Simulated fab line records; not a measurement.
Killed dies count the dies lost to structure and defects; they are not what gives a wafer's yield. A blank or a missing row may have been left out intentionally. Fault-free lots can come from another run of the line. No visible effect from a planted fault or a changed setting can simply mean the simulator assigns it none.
fab line records :: flow n5Finfet
[record]
  lots = 12
  wafers = 36
  lastDay = 20
route steps=1938 shown BEOL_M4@1096 BEOL_M15@1825 MIM_TOP@1835 PASSIVATION@1936
lots that met no fault: from a run of the same line without faults
startH: hours from the record's first day to the start of the lot's first wafer shown :: waitH: hours elapsed since this lot's preceding step :: " unchanged from the row above :: L1.1+2: a row that stands for several wafers :: - no value, or no start was given :: * or withheld: withheld :: < > ~ a bound
route shown NAME@n: a module of which the file shows steps, and the number in the route of the first :: usual: mean and standard deviation over wafers with no fault :: same: alike in all rows :: chamber/n: place in a boat :: sites: the reading at each site :: _std_site: their standard deviation :: _edge_site: mean of outer sites minus mean of inner sites :: radiusMm: for every site, how far away it sits from the centre of the wafer :: mask NAME#n: copy n :: behind: the last tool/chamber to shape the wafer :: hold: reason for holding the lot/hours on hold/outcome of the hold :: device: names the non-switching transistor (n, p or np) :: end of line: the route-end tests of the same wafers :: where a step has no rows: the recipe by itself :: killed: at the first sort, the dies lost to defects and structure; wafer yield is something else :: map: a wafer's dies, marking killed ones x, the rest . and places with no die _
set.NAME: the setting the step ran with; set.NAME@STEP: the setting that earlier step ran with :: model.NAME: the simulator's own value behind a step, which no gauge read
the route's steps for a sample of lots (tables are steps, rows are wafers)
services: when a tool's chamber went out of use (startH, in hours from the record's first day, below 0 if earlier), for how many hours, and the reason
[[steps]]
[step N5_BEOL_M4_SPUTTER_92]
[recipe]
  material = Cu
  targetThkA = 45
  tempC = -20
  chamberPressurePa = 0.07
  powerW = withheld
  timeS = 8.29
[usual]
  chamberPressurePa = 0.07002/0.00014
  substrateTempC = -20.00/0.11
  throttleValvePct = 29.9/1.1
lot.wafer: L979.2
tool: pvdSputter-01
chamber: -
startH: 242.46
waitH: 0.1
chamberPressurePa: 0.07017
substrateTempC: -20.03
throttleValvePct: 30.7

lot.wafer: L979.4
tool: pvdSputter-01
chamber: -
startH: 242.46
waitH: 0.1
chamberPressurePa: 0.07002
substrateTempC: -19.79
throttleValvePct: 30.3

lot.wafer: L979.6
tool: pvdSputter-01
chamber: -
startH: 242.46
waitH: 0.1
chamberPressurePa: 0.06984
substrateTempC: -19.99
throttleValvePct: 28.5

lot.wafer: L980.1
tool: pvdSputter-01
chamber: -
startH: 248.27
waitH: 0.1
chamberPressurePa: 0.07013
substrateTempC: -19.94
throttleValvePct: 30.8

lot.wafer: L980.4
tool: pvdSputter-01
chamber: -
startH: 248.27
waitH: 0.1
chamberPressurePa: 0.07021
substrateTempC: -19.99
throttleValvePct: 30.4

lot.wafer: L980.6
tool: pvdSputter-01
chamber: -
startH: 248.27
waitH: 0.1
chamberPressurePa: 0.07025
substrateTempC: -19.93
throttleValvePct: 30.6

lot.wafer: L981.1
tool: pvdSputter-02
chamber: -
startH: 250.96
waitH: 0.1
chamberPressurePa: 0.06988
substrateTempC: -20.09
throttleValvePct: 30.2

lot.wafer: L981.2
tool: pvdSputter-02
chamber: -
startH: 250.96
waitH: 0.1
chamberPressurePa: 0.07002
substrateTempC: -19.81
throttleValvePct: 30.8

lot.wafer: L981.5
tool: pvdSputter-02
chamber: -
startH: 250.96
waitH: 0.1
chamberPressurePa: 0.07005
substrateTempC: -19.95
throttleValvePct: 30.9

lot.wafer: L982.1
tool: pvdSputter-03
chamber: -
startH: 256.96
waitH: 0.1
chamberPressurePa: 0.06988
substrateTempC: -20.05
throttleValvePct: 29.6

lot.wafer: L982.3
tool: pvdSputter-03
chamber: -
startH: 256.96
waitH: 0.1
chamberPressurePa: 0.0702
substrateTempC: -19.97
throttleValvePct: 30.8

lot.wafer: L982.4
tool: pvdSputter-03
chamber: -
startH: 256.96
waitH: 0.1
chamberPressurePa: 0.07004
substrateTempC: -20.16
throttleValvePct: 28.9

lot.wafer: L985.1
tool: pvdSputter-03
chamber: -
startH: 267.32
waitH: 0.1
chamberPressurePa: 0.07007
substrateTempC: -19.97
throttleValvePct: 29.0

lot.wafer: L985.3
tool: pvdSputter-03
chamber: -
startH: 267.32
waitH: 0.1
chamberPressurePa: 0.06986
substrateTempC: -19.96
throttleValvePct: 30.6

lot.wafer: L985.4
tool: pvdSputter-03
chamber: -
startH: 267.32
waitH: 0.1
chamberPressurePa: 0.06997
substrateTempC: -20.17
throttleValvePct: 31.0

lot.wafer: L989.3
tool: pvdSputter-03
chamber: -
startH: 287.31
waitH: 0.1
chamberPressurePa: 0.07005
substrateTempC: -19.80
throttleValvePct: 29.4

lot.wafer: L989.4
tool: pvdSputter-03
chamber: -
startH: 287.31
waitH: 0.1
chamberPressurePa: 0.07023
substrateTempC: -20.12
throttleValvePct: 30.5

lot.wafer: L989.6
tool: pvdSputter-03
chamber: -
startH: 287.31
waitH: 0.1
chamberPressurePa: 0.07019
substrateTempC: -19.87
throttleValvePct: 30.8

lot.wafer: L990.2
tool: pvdSputter-03
chamber: -
startH: 294.19
waitH: 0.1
chamberPressurePa: 0.07003
substrateTempC: -19.93
throttleValvePct: 29.6

lot.wafer: L990.3
tool: pvdSputter-03
chamber: -
startH: 294.19
waitH: 0.1
chamberPressurePa: 0.0701
substrateTempC: -19.87
throttleValvePct: 29.0

lot.wafer: L990.6
tool: pvdSputter-03
chamber: -
startH: 294.19
waitH: 0.1
chamberPressurePa: 0.06982
substrateTempC: -20.10
throttleValvePct: 30.8

lot.wafer: L996.2
tool: pvdSputter-02
chamber: -
startH: 294.33
waitH: 0.1
chamberPressurePa: 0.07002
substrateTempC: -20.07
throttleValvePct: 30.2

lot.wafer: L996.3
tool: pvdSputter-02
chamber: -
startH: 294.33
waitH: 0.1
chamberPressurePa: 0.06998
substrateTempC: -20.21
throttleValvePct: 30.4

lot.wafer: L996.4
tool: pvdSputter-02
chamber: -
startH: 294.33
waitH: 0.1
chamberPressurePa: 0.06979
substrateTempC: -20.06
throttleValvePct: 27.5

lot.wafer: L994.2
tool: pvdSputter-02
chamber: -
startH: 317.74
waitH: 0.1
chamberPressurePa: 0.06974
substrateTempC: -20.06
throttleValvePct: 29.9

lot.wafer: L994.4
tool: pvdSputter-02
chamber: -
startH: 317.74
waitH: 0.1
chamberPressurePa: 0.07026
substrateTempC: -20.04
throttleValvePct: 27.0

lot.wafer: L994.5
tool: pvdSputter-02
chamber: -
startH: 317.74
waitH: 0.1
chamberPressurePa: 0.06979
substrateTempC: -19.74
throttleValvePct: 31.1

lot.wafer: L995.1
tool: pvdSputter-02
chamber: -
startH: 320.66
waitH: 0.1
chamberPressurePa: 0.06999
substrateTempC: -20.17
throttleValvePct: 30.0

lot.wafer: L995.3
tool: pvdSputter-02
chamber: -
startH: 320.66
waitH: 0.1
chamberPressurePa: 0.07015
substrateTempC: -19.93
throttleValvePct: 27.3

lot.wafer: L995.4
tool: pvdSputter-02
chamber: -
startH: 320.66
waitH: 0.1
chamberPressurePa: 0.0698
substrateTempC: -20.08
throttleValvePct: 30.2

lot.wafer: L997.3
tool: pvdSputter-01
chamber: -
startH: 325.51
waitH: 0.1
chamberPressurePa: 0.0702
substrateTempC: -20.11
throttleValvePct: 30.7

lot.wafer: L997.5
tool: pvdSputter-01
chamber: -
startH: 325.51
waitH: 0.1
chamberPressurePa: 0.07036
substrateTempC: -19.98
throttleValvePct: 30.3

lot.wafer: L997.6
tool: pvdSputter-01
chamber: -
startH: 325.51
waitH: 0.1
chamberPressurePa: 0.07004
substrateTempC: -19.85
throttleValvePct: 28.7

lot.wafer: L999.1
tool: pvdSputter-01
chamber: -
startH: 362.52
waitH: 0.1
chamberPressurePa: 0.07017
substrateTempC: -20.07
throttleValvePct: 29.8

lot.wafer: L999.4
tool: pvdSputter-01
chamber: -
startH: 362.52
waitH: 0.1
chamberPressurePa: 0.07014
substrateTempC: -20.13
throttleValvePct: 28.9

lot.wafer: L999.6
tool: pvdSputter-01
chamber: -
startH: 362.52
waitH: 0.1
chamberPressurePa: 0.07033
substrateTempC: -19.98
throttleValvePct: 29.6
[step N5_BEOL_M15_THK_MEAS_50]
[recipe]
  thkMeasGauge = xrf
  reads = Cu_of_BEOL_M15_ECD_47
[usual]
  M15_THK = 861/14
lot.wafer: L979.2
tool: filmMetro-02
chamber: -
startH: 324.82
waitH: -
M15_THK[nm]: 893

lot.wafer: L979.4
tool: filmMetro-02
chamber: -
startH: 324.82
waitH: -
M15_THK[nm]: 875

lot.wafer: L979.6
tool: filmMetro-02
chamber: -
startH: 324.82
waitH: -
M15_THK[nm]: 882

lot.wafer: L980.1
tool: filmMetro-01
chamber: -
startH: 331.87
waitH: -
M15_THK[nm]: 830

lot.wafer: L980.4
tool: filmMetro-01
chamber: -
startH: 331.87
waitH: -
M15_THK[nm]: 835

lot.wafer: L980.6
tool: filmMetro-01
chamber: -
startH: 331.87
waitH: -
M15_THK[nm]: 831

lot.wafer: L981.1
tool: filmMetro-01
chamber: -
startH: 340.97
waitH: -
M15_THK[nm]: 843

lot.wafer: L981.2
tool: filmMetro-01
chamber: -
startH: 340.97
waitH: -
M15_THK[nm]: 847

lot.wafer: L981.5
tool: filmMetro-01
chamber: -
startH: 340.97
waitH: -
M15_THK[nm]: 863

lot.wafer: L982.1
tool: filmMetro-01
chamber: -
startH: 348.58
waitH: -
M15_THK[nm]: 848

lot.wafer: L982.3
tool: filmMetro-01
chamber: -
startH: 348.58
waitH: -
M15_THK[nm]: 862

lot.wafer: L982.4
tool: filmMetro-01
chamber: -
startH: 348.58
waitH: -
M15_THK[nm]: 842

lot.wafer: L985.1
tool: filmMetro-01
chamber: -
startH: 361.67
waitH: -
M15_THK[nm]: 873

lot.wafer: L985.3
tool: filmMetro-01
chamber: -
startH: 361.67
waitH: -
M15_THK[nm]: 855

lot.wafer: L985.4
tool: filmMetro-01
chamber: -
startH: 361.67
waitH: -
M15_THK[nm]: 858

lot.wafer: L990.2
tool: filmMetro-02
chamber: -
startH: 386.09
waitH: -
M15_THK[nm]: 880

lot.wafer: L990.3
tool: filmMetro-02
chamber: -
startH: 386.09
waitH: -
M15_THK[nm]: 854

lot.wafer: L990.6
tool: filmMetro-02
chamber: -
startH: 386.09
waitH: -
M15_THK[nm]: 878

lot.wafer: L989.3
tool: filmMetro-02
chamber: -
startH: 389.37
waitH: -
M15_THK[nm]: 855

lot.wafer: L989.4
tool: filmMetro-02
chamber: -
startH: 389.37
waitH: -
M15_THK[nm]: 861

lot.wafer: L989.6
tool: filmMetro-02
chamber: -
startH: 389.37
waitH: -
M15_THK[nm]: 868

lot.wafer: L996.2
tool: filmMetro-01
chamber: -
startH: 390.22
waitH: -
M15_THK[nm]: 879

lot.wafer: L996.3
tool: filmMetro-01
chamber: -
startH: 390.22
waitH: -
M15_THK[nm]: 880

lot.wafer: L996.4
tool: filmMetro-01
chamber: -
startH: 390.22
waitH: -
M15_THK[nm]: 846

lot.wafer: L994.2
tool: filmMetro-01
chamber: -
startH: 407.65
waitH: -
M15_THK[nm]: 860

lot.wafer: L994.4
tool: filmMetro-01
chamber: -
startH: 407.65
waitH: -
M15_THK[nm]: 864

lot.wafer: L994.5
tool: filmMetro-01
chamber: -
startH: 407.65
waitH: -
M15_THK[nm]: 885

lot.wafer: L995.1
tool: filmMetro-01
chamber: -
startH: 415.10
waitH: -
M15_THK[nm]: 870

lot.wafer: L995.3
tool: filmMetro-01
chamber: -
startH: 415.10
waitH: -
M15_THK[nm]: 846

lot.wafer: L995.4
tool: filmMetro-01
chamber: -
startH: 415.10
waitH: -
M15_THK[nm]: 867

lot.wafer: L997.3
tool: filmMetro-01
chamber: -
startH: 419.97
waitH: -
M15_THK[nm]: 883

lot.wafer: L997.5
tool: filmMetro-01
chamber: -
startH: 419.97
waitH: -
M15_THK[nm]: 883

lot.wafer: L997.6
tool: filmMetro-01
chamber: -
startH: 419.97
waitH: -
M15_THK[nm]: 868

lot.wafer: L999.1
tool: filmMetro-01
chamber: -
startH: 468.24
waitH: -
M15_THK[nm]: 848

lot.wafer: L999.4
tool: filmMetro-01
chamber: -
startH: 468.24
waitH: -
M15_THK[nm]: 857

lot.wafer: L999.6
tool: filmMetro-01
chamber: -
startH: 468.24
waitH: -
M15_THK[nm]: 842
[step N5_BEOL_M15_RS_MEAS_54]
[recipe]
  thkMeasGauge = four-point-probe
  reads = Cu_of_BEOL_M15_ECD_47+Ta_of_BEOL_M15_SPUTTER_44+TaN_of_BEOL_M15_SPUTTER_43
[usual]
  M15_RS = 0.0216/0.00035
lot.wafer: L979.2
tool: filmMetro-02
chamber: -
startH: 324.95
waitH: 0.1
M15_RS[ohm/sq]: 0.0209

lot.wafer: L979.4
tool: filmMetro-02
chamber: -
startH: 324.95
waitH: 0.1
M15_RS[ohm/sq]: 0.0213

lot.wafer: L979.6
tool: filmMetro-02
chamber: -
startH: 324.95
waitH: 0.1
M15_RS[ohm/sq]: 0.0211

lot.wafer: L980.1
tool: filmMetro-02
chamber: -
startH: 332.03
waitH: 0.1
M15_RS[ohm/sq]: 0.0224

lot.wafer: L980.4
tool: filmMetro-02
chamber: -
startH: 332.03
waitH: 0.1
M15_RS[ohm/sq]: 0.0222

lot.wafer: L980.6
tool: filmMetro-02
chamber: -
startH: 332.03
waitH: 0.1
M15_RS[ohm/sq]: 0.0223

lot.wafer: L981.1
tool: filmMetro-01
chamber: -
startH: 341.10
waitH: 0.0
M15_RS[ohm/sq]: 0.0222

lot.wafer: L981.2
tool: filmMetro-01
chamber: -
startH: 341.10
waitH: 0.0
M15_RS[ohm/sq]: 0.0219

lot.wafer: L981.5
tool: filmMetro-01
chamber: -
startH: 341.10
waitH: 0.0
M15_RS[ohm/sq]: 0.0215

lot.wafer: L982.1
tool: filmMetro-01
chamber: -
startH: 348.71
waitH: 0.0
M15_RS[ohm/sq]: 0.0220

lot.wafer: L982.3
tool: filmMetro-01
chamber: -
startH: 348.71
waitH: 0.0
M15_RS[ohm/sq]: 0.0217

lot.wafer: L982.4
tool: filmMetro-01
chamber: -
startH: 348.71
waitH: 0.0
M15_RS[ohm/sq]: 0.0222

lot.wafer: L985.1
tool: filmMetro-02
chamber: -
startH: 361.79
waitH: 0.0
M15_RS[ohm/sq]: 0.0215

lot.wafer: L985.3
tool: filmMetro-02
chamber: -
startH: 361.79
waitH: 0.0
M15_RS[ohm/sq]: 0.0220

lot.wafer: L985.4
tool: filmMetro-02
chamber: -
startH: 361.79
waitH: 0.0
M15_RS[ohm/sq]: 0.0219

lot.wafer: L990.2
tool: filmMetro-02
chamber: -
startH: 386.22
waitH: 0.1
M15_RS[ohm/sq]: 0.0210

lot.wafer: L990.3
tool: filmMetro-02
chamber: -
startH: 386.22
waitH: 0.1
M15_RS[ohm/sq]: 0.0217

lot.wafer: L990.6
tool: filmMetro-02
chamber: -
startH: 386.22
waitH: 0.1
M15_RS[ohm/sq]: 0.0212

lot.wafer: L989.3
tool: filmMetro-02
chamber: -
startH: 389.50
waitH: 0.1
M15_RS[ohm/sq]: 0.0219

lot.wafer: L989.4
tool: filmMetro-02
chamber: -
startH: 389.50
waitH: 0.1
M15_RS[ohm/sq]: 0.0216

lot.wafer: L989.6
tool: filmMetro-02
chamber: -
startH: 389.50
waitH: 0.1
M15_RS[ohm/sq]: 0.0214

lot.wafer: L996.2
tool: filmMetro-01
chamber: -
startH: 390.34
waitH: 0.1
M15_RS[ohm/sq]: 0.0209

lot.wafer: L996.3
tool: filmMetro-01
chamber: -
startH: 390.34
waitH: 0.1
M15_RS[ohm/sq]: 0.0209

lot.wafer: L996.4
tool: filmMetro-01
chamber: -
startH: 390.34
waitH: 0.1
M15_RS[ohm/sq]: 0.0217

lot.wafer: L994.2
tool: filmMetro-02
chamber: -
startH: 407.78
waitH: 0.1
M15_RS[ohm/sq]: 0.0215

lot.wafer: L994.4
tool: filmMetro-02
chamber: -
startH: 407.78
waitH: 0.1
M15_RS[ohm/sq]: 0.0214

lot.wafer: L994.5
tool: filmMetro-02
chamber: -
startH: 407.78
waitH: 0.1
M15_RS[ohm/sq]: 0.0209

lot.wafer: L995.1
tool: filmMetro-01
chamber: -
startH: 415.23
waitH: 0.0
M15_RS[ohm/sq]: 0.0212

lot.wafer: L995.3
tool: filmMetro-01
chamber: -
startH: 415.23
waitH: 0.0
M15_RS[ohm/sq]: 0.0217

lot.wafer: L995.4
tool: filmMetro-01
chamber: -
startH: 415.23
waitH: 0.0
M15_RS[ohm/sq]: 0.0210

lot.wafer: L997.3
tool: filmMetro-01
chamber: -
startH: 420.10
waitH: 0.1
M15_RS[ohm/sq]: 0.0213

lot.wafer: L997.5
tool: filmMetro-01
chamber: -
startH: 420.10
waitH: 0.1
M15_RS[ohm/sq]: 0.0212

lot.wafer: L997.6
tool: filmMetro-01
chamber: -
startH: 420.10
waitH: 0.1
M15_RS[ohm/sq]: 0.0217

lot.wafer: L999.1
tool: filmMetro-01
chamber: -
startH: 468.37
waitH: 0.0
M15_RS[ohm/sq]: 0.0219

lot.wafer: L999.4
tool: filmMetro-01
chamber: -
startH: 468.37
waitH: 0.0
M15_RS[ohm/sq]: 0.0217

lot.wafer: L999.6
tool: filmMetro-01
chamber: -
startH: 468.37
waitH: 0.0
M15_RS[ohm/sq]: 0.0220
[step N5_MIM_TOP_ALD_01]
[recipe]
  material = HfO2
  targetThkA = 56
  tempC = withheld
  aldPrecursorFamily = Hf-amide
  aldCoReactant = O3
  pulseTimeS = 1
  purgeTimeS = 3
  coReactantPurgeTimeS = 2
  coReactantPulseTimeS = 3
  aldCycles = 62
[usual]
  precursorPulseHeightRel = 0.998/0.018
lot.wafer: L979.2
tool: aldHk-01
chamber: 1
startH: -
waitH: -
precursorPulseHeightRel: 0.981

lot.wafer: L979.4
tool: aldHk-01
chamber: 3
startH: -
waitH: -
precursorPulseHeightRel: 0.998

lot.wafer: L979.6
tool: aldHk-01
chamber: 3
startH: -
waitH: -
precursorPulseHeightRel: 1.013

lot.wafer: L980.1
tool: aldHk-01
chamber: 2
startH: -
waitH: -
precursorPulseHeightRel: 0.985

lot.wafer: L980.4
tool: aldHk-01
chamber: 3
startH: -
waitH: -
precursorPulseHeightRel: 1.035

lot.wafer: L980.6
tool: aldHk-01
chamber: 1
startH: -
waitH: -
precursorPulseHeightRel: 0.970

lot.wafer: L981.1
tool: aldHk-01
chamber: 2
startH: -
waitH: -
precursorPulseHeightRel: 0.982

lot.wafer: L981.2
tool: aldHk-01
chamber: 0
startH: -
waitH: -
precursorPulseHeightRel: 0.973

lot.wafer: L981.5
tool: aldHk-01
chamber: 1
startH: -
waitH: -
precursorPulseHeightRel: 0.997

lot.wafer: L982.1
tool: aldHk-01
chamber: 1
startH: -
waitH: -
precursorPulseHeightRel: 1.004

lot.wafer: L982.3
tool: aldHk-01
chamber: 3
startH: -
waitH: -
precursorPulseHeightRel: 0.988

lot.wafer: L982.4
tool: aldHk-01
chamber: 2
startH: -
waitH: -
precursorPulseHeightRel: 0.993

lot.wafer: L985.1
tool: aldHk-03
chamber: 1
startH: -
waitH: -
precursorPulseHeightRel: 0.988

lot.wafer: L985.3
tool: aldHk-03
chamber: 3
startH: -
waitH: -
precursorPulseHeightRel: 1.002

lot.wafer: L985.4
tool: aldHk-03
chamber: 2
startH: -
waitH: -
precursorPulseHeightRel: 0.984

lot.wafer: L990.2
tool: aldHk-01
chamber: 0
startH: -
waitH: -
precursorPulseHeightRel: 0.999

lot.wafer: L990.3
tool: aldHk-01
chamber: 1
startH: -
waitH: -
precursorPulseHeightRel: 1.014

lot.wafer: L990.6
tool: aldHk-01
chamber: 0
startH: -
waitH: -
precursorPulseHeightRel: 0.997

lot.wafer: L989.3
tool: aldHk-01
chamber: 0
startH: -
waitH: -
precursorPulseHeightRel: 0.985

lot.wafer: L989.4
tool: aldHk-01
chamber: 2
startH: -
waitH: -
precursorPulseHeightRel: 0.999

lot.wafer: L989.6
tool: aldHk-01
chamber: 0
startH: -
waitH: -
precursorPulseHeightRel: 1.008

lot.wafer: L996.2
tool: aldHk-03
chamber: 1
startH: -
waitH: -
precursorPulseHeightRel: 0.944

lot.wafer: L996.3
tool: aldHk-03
chamber: 3
startH: -
waitH: -
precursorPulseHeightRel: 0.978

lot.wafer: L996.4
tool: aldHk-03
chamber: 2
startH: -
waitH: -
precursorPulseHeightRel: 0.975

lot.wafer: L994.2
tool: aldHk-01
chamber: 1
startH: -
waitH: -
precursorPulseHeightRel: 1.013

lot.wafer: L994.4
tool: aldHk-01
chamber: 2
startH: -
waitH: -
precursorPulseHeightRel: 1.008

lot.wafer: L994.5
tool: aldHk-01
chamber: 0
startH: -
waitH: -
precursorPulseHeightRel: 0.973

lot.wafer: L995.1
tool: aldHk-02
chamber: 1
startH: -
waitH: -
precursorPulseHeightRel: 1.020

lot.wafer: L995.3
tool: aldHk-02
chamber: 0
startH: -
waitH: -
precursorPulseHeightRel: 1.015

lot.wafer: L995.4
tool: aldHk-02
chamber: 2
startH: -
waitH: -
precursorPulseHeightRel: 1.024

lot.wafer: L997.3
tool: aldHk-01
chamber: 3
startH: -
waitH: -
precursorPulseHeightRel: 0.983

lot.wafer: L997.5
tool: aldHk-01
chamber: 2
startH: -
waitH: -
precursorPulseHeightRel: 1.002

lot.wafer: L997.6
tool: aldHk-01
chamber: 3
startH: -
waitH: -
precursorPulseHeightRel: 1.010

lot.wafer: L999.1
tool: aldHk-02
chamber: 0
startH: -
waitH: -
precursorPulseHeightRel: 1.032

lot.wafer: L999.4
tool: aldHk-02
chamber: 1
startH: -
waitH: -
precursorPulseHeightRel: 1.004

lot.wafer: L999.6
tool: aldHk-02
chamber: 2
startH: -
waitH: -
precursorPulseHeightRel: 1.022
[step N5_PASSIVATION_PROBE_49]
[usual]
  defectLimitedYield = 90.8/1.7
  killed_at_M0_to_M3 = 37/12
  killed_at_M4_up = 15/5.6
  killedAtContacts = 13/6.9
  killedAtFrontEnd = 40/11
  killedAtOther = 4/3.2
  killedDies = 109/20
  killedOpen = 73/15
  killedShort = 35/8.3
  sort_bin_5_function = 5.4/1.1
  sort_bin_6_memory = 3.5/0.73
  sortNPass = 1071/20
  sortYieldPct = 90.8/1.7
[same]
  grossDies = 1180
  killedAtBackSide = 0
  sort_bin_4_leakage[%] = 0
  sort_bin_8_speed[%] = 0
lot.wafer: L990.2
tool: prober-02
chamber: -
startH: 403.14
waitH: 0.1
defectLimitedYield[%]: 88.9
killed_at_M0_to_M3: 15
killed_at_M4_up: 67
killedAtContacts: 10
killedAtFrontEnd: 38
killedAtOther: 1
killedDies: 131
killedOpen: 45
killedShort: 29
sort_bin_5_function[%]: 6.9
sort_bin_6_memory[%]: 3.1
sortNPass: 1049
sortYieldPct[%]: 88.9

lot.wafer: L990.3
tool: prober-02
chamber: -
startH: 403.19
waitH: 0.1
defectLimitedYield[%]: 83.9
killed_at_M0_to_M3: 24
killed_at_M4_up: 120
killedAtContacts: 9
killedAtFrontEnd: 34
killedAtOther: 3
killedDies: 190
killedOpen: 52
killedShort: 29
sort_bin_5_function[%]: 9.6
sort_bin_6_memory[%]: 4.1
sortNPass: 990
sortYieldPct[%]: 83.9

lot.wafer: L990.6
tool: prober-02
chamber: -
startH: 403.34
waitH: 0.3
defectLimitedYield[%]: 81.6
killed_at_M0_to_M3: 30
killed_at_M4_up: 139
killedAtContacts: 14
killedAtFrontEnd: 28
killedAtOther: 6
killedDies: 217
killedOpen: 70
killedShort: 26
sort_bin_5_function[%]: 12.0
sort_bin_6_memory[%]: 3.5
sortNPass: 963
sortYieldPct[%]: 81.6

lot.wafer: L989.3
tool: prober-02
chamber: -
startH: 407.03
waitH: 0.4
defectLimitedYield[%]: 87.8
killed_at_M0_to_M3: 26
killed_at_M4_up: 66
killedAtContacts: 15
killedAtFrontEnd: 36
killedAtOther: 1
killedDies: 144
killedOpen: 58
killedShort: 34
sort_bin_5_function[%]: 6.5
sort_bin_6_memory[%]: 3.9
sortNPass: 1036
sortYieldPct[%]: 87.8

lot.wafer: L989.4
tool: prober-02
chamber: -
startH: 407.08
waitH: 0.4
defectLimitedYield[%]: 81.6
killed_at_M0_to_M3: 33
killed_at_M4_up: 138
killedAtContacts: 10
killedAtFrontEnd: 35
killedAtOther: 1
killedDies: 217
killedOpen: 60
killedShort: 31
sort_bin_5_function[%]: 11.4
sort_bin_6_memory[%]: 4.2
sortNPass: 963
sortYieldPct[%]: 81.6

lot.wafer: L989.6
tool: prober-02
chamber: -
startH: 407.18
waitH: 0.5
defectLimitedYield[%]: 79.2
killed_at_M0_to_M3: 38
killed_at_M4_up: 126
killedAtContacts: 11
killedAtFrontEnd: 63
killedAtOther: 7
killedDies: 245
killedOpen: 79
killedShort: 47
sort_bin_5_function[%]: 13.1
sort_bin_6_memory[%]: 5.0
sortNPass: 935
sortYieldPct[%]: 79.2
// killed by level:class
L990.2 BEOL_M4:unspecified=57 STI_FIN_REVEAL:geometricParticle:open=13 MOL_CONTACT_COAG:geometricParticle:open=8 GATE_CUT:geometricParticle:short=5 BEOL_M2:geometricParticle:open=4 FIN_SAQP:geometricParticle:open=3 DUMMY_GATE:geometricParticle:open=3 STARTING-WAFER:geometricParticle:short=3
L990.3 BEOL_M4:unspecified=109 STI_FIN_REVEAL:geometricParticle:open=10 MOL_CONTACT_COAG:geometricParticle:open=8 BEOL_M0:geometricParticle:open=5 DUMMY_GATE:geometricParticle:open=4 BEOL_M0_SAQP:geometricParticle:open=4 BEOL_M3:geometricParticle:open=4 STARTING-WAFER:geometricParticle:short=4
L990.6 BEOL_M4:unspecified=120 STI_FIN_REVEAL:geometricParticle:open=15 MOL_CONTACT_COAG:geometricParticle:open=12 BEOL_M2:geometricParticle:open=12 BEOL_M4:geometricParticle:open=11 BEOL_M0_SAQP:geometricParticle:open=6 BEOL_M0_SAQP:geometricParticle:short=5 STI_FIN_REVEAL:geometricParticle:short=4
L989.3 BEOL_M4:unspecified=51 MOL_CONTACT_COAG:geometricParticle:short=8 BEOL_M3:geometricParticle:open=8 FIN_SAQP:geometricParticle:open=7 MOL_CONTACT_COAG:geometricParticle:open=7 BEOL_M0_SAQP:geometricParticle:open=6 STARTING-WAFER:geometricParticle:short=6 STI_FIN_REVEAL:geometricParticle:open=5
L989.4 BEOL_M4:unspecified=126 BEOL_M3:geometricParticle:open=12 MOL_CONTACT_COAG:geometricParticle:open=9 FIN_SAQP:geometricParticle:short=7 FIN_SAQP:geometricParticle:open=7 STI_FIN_REVEAL:geometricParticle:open=5 BEOL_M0_SAQP:geometricParticle:open=5 BEOL_M3:geometricParticle:short=5
L989.6 BEOL_M4:unspecified=119 STI_FIN_REVEAL:geometricParticle:open=21 FIN_SAQP:geometricParticle:short=13 BEOL_M0_SAQP:geometricParticle:short=12 FIN_SAQP:geometricParticle:open=10 BEOL_M0_SAQP:geometricParticle:open=9 MOL_CONTACT_COAG:geometricParticle:open=7 BEOL_M3:geometricParticle:open=5
[[services]]
tool: aldHk-02
chamber: -
startH: 248.50
hours: 2.8
kind: pm

tool: pvdSputter-03
chamber: -
startH: 415.65
hours: 1.7
kind: repair

tool: pvdSputter-02
chamber: -
startH: 455.79
hours: 2.5
kind: repair
[[key]]
[firstSign]
  step = N5_PASSIVATION_PROBE_49
  reading = killed_at_M4_up
  direction = up
  sigmas = 17
  usual = 15
  struck = 109
[effect]
  step = N5_PASSIVATION_PROBE_49
  reading = killedDies
  direction = up
  sigmas = 4.1
  usual = 109
  struck = 191
[moreKillsBornAt]
  N5_BEOL_M4_SPUTTER_92@pvdSputter-03 = 582
metAt N5_BEOL_M4_SPUTTER_92
struckLots L989,L990
notActingAt N5_BEOL_M15_THK_MEAS_50,N5_BEOL_M15_RS_MEAS_54,N5_MIM_TOP_ALD_01
onsetBetween 267.32 287.31
[fault]
  kind = chamberParticleSource
  tool = pvdSputter-03
  chamber = -
  onsetH = 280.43
  steps = N5_BEOL_M4_SPUTTER_92
  ratePerVisitCm2 = 0.91766
  endH = 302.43
